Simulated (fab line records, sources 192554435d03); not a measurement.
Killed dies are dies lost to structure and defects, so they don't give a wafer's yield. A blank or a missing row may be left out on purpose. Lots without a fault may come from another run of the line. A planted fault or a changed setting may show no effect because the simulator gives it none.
Chamber matching | flow n5_finfet | N5_BEOL_M0_ETCH_138 on rie_diel-04: 4 sister chambers
The step etches SiCN in CH3F/O2, target depth 12 nm, time 31.6 s. 18 wafers are shown with their chamber, then 9 later ones without.

WAFERS WITH THEIR CHAMBER
wafer  | chamber | drypump_motor_current_A (A) | throttle_valve_pct (%) | oes_product_au (a.u.)
L076.1 | 2       | 5.5                         | 16.76                  | 0.62
L076.2 | 3       | 6.5                         | 16.14                  | 0.65
L076.3 | 1       | 5.3                         | 15.97                  | 0.70
L076.4 | 3       | 6.5                         | 16.13                  | 0.64
L076.5 | 2       | 5.4                         | 16.76                  | 0.61
L076.6 | 1       | 5.3                         | 15.96                  | 0.70
L077.1 | 2       | 5.4                         | 16.78                  | 0.61
L077.2 | 1       | 5.3                         | 15.95                  | 0.71
L077.5 | 1       | 5.3                         | 15.98                  | 0.70
L081.1 | 0       | 6.4                         | 16.14                  | 0.81
L081.2 | 2       | 5.4                         | 16.78                  | 0.60
L081.3 | 3       | 6.5                         | 16.14                  | 0.64
L081.4 | 1       | 5.3                         | 15.99                  | 0.69
L081.5 | 0       | 6.4                         | 16.14                  | 0.81
L081.6 | 3       | 6.5                         | 16.15                  | 0.64
L086.1 | 1       | 5.3                         | 16.00                  | 0.68
L086.4 | 2       | 5.4                         | 16.81                  | 0.60
L086.6 | 3       | 6.5                         | 16.16                  | 0.63

SIGNATURES (means of the wafers above)
reading                 | chamber 0 | chamber 1 | chamber 2 | chamber 3 | scatter within a chamber
drypump_motor_current_A | 6.400     | 5.300     | 5.420     | 6.500     | 0.0239
throttle_valve_pct      | 16.1400   | 15.9750   | 16.7780   | 16.1440   | 0.0168
oes_product_au          | 0.8100    | 0.6967    | 0.6080    | 0.6400    | 0.00851
Rule: a wafer's distance from a chamber is the root of the sum, over the readings, of the square of ((its reading less the chamber's mean) divided by the reading's scatter). The wafer belongs to the nearest chamber; if the next one is less than 2 further off, it can't be placed. The scatter: the root of (the sum of the squares of (reading less its chamber's mean) over the shown wafers, divided by (wafers less chambers)).

WAFERS WITHOUT THEIR CHAMBER
wafer  | drypump_motor_current_A (A) | throttle_valve_pct (%) | oes_product_au (a.u.)
L088.1 | 5.4                         | 16.82                  | 0.60
L088.2 | 6.4                         | 16.16                  | 0.78
L088.3 | 5.3                         | 16.02                  | 0.67
L088.4 | 6.5                         | 16.18                  | 0.64
L088.5 | 5.3                         | 16.03                  | 0.68
L088.6 | 5.4                         | 16.82                  | 0.59
L095.1 | 6.5                         | 16.23                  | 0.63
L095.2 | 6.4                         | 16.21                  | 0.73
L095.4 | 5.3                         | 16.07                  | 0.64

WHICH CHAMBER EACH WENT THROUGH
wafer  | from the rows above     | in truth
L088.1 | 2                       | 2
L088.2 | 0                       | 0
L088.3 | 1                       | 1
L088.4 | 3                       | 3
L088.5 | 1                       | 1
L088.6 | 2                       | 2
L095.1 | 3                       | 3
L095.2 | can't be placed: 0 or 3 | 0
L095.4 | 1                       | 1
Placed correctly: 8 of 9. Can't be placed from these rows: 1 (the true chamber is among the candidates in 1). Placed wrongly: 0.
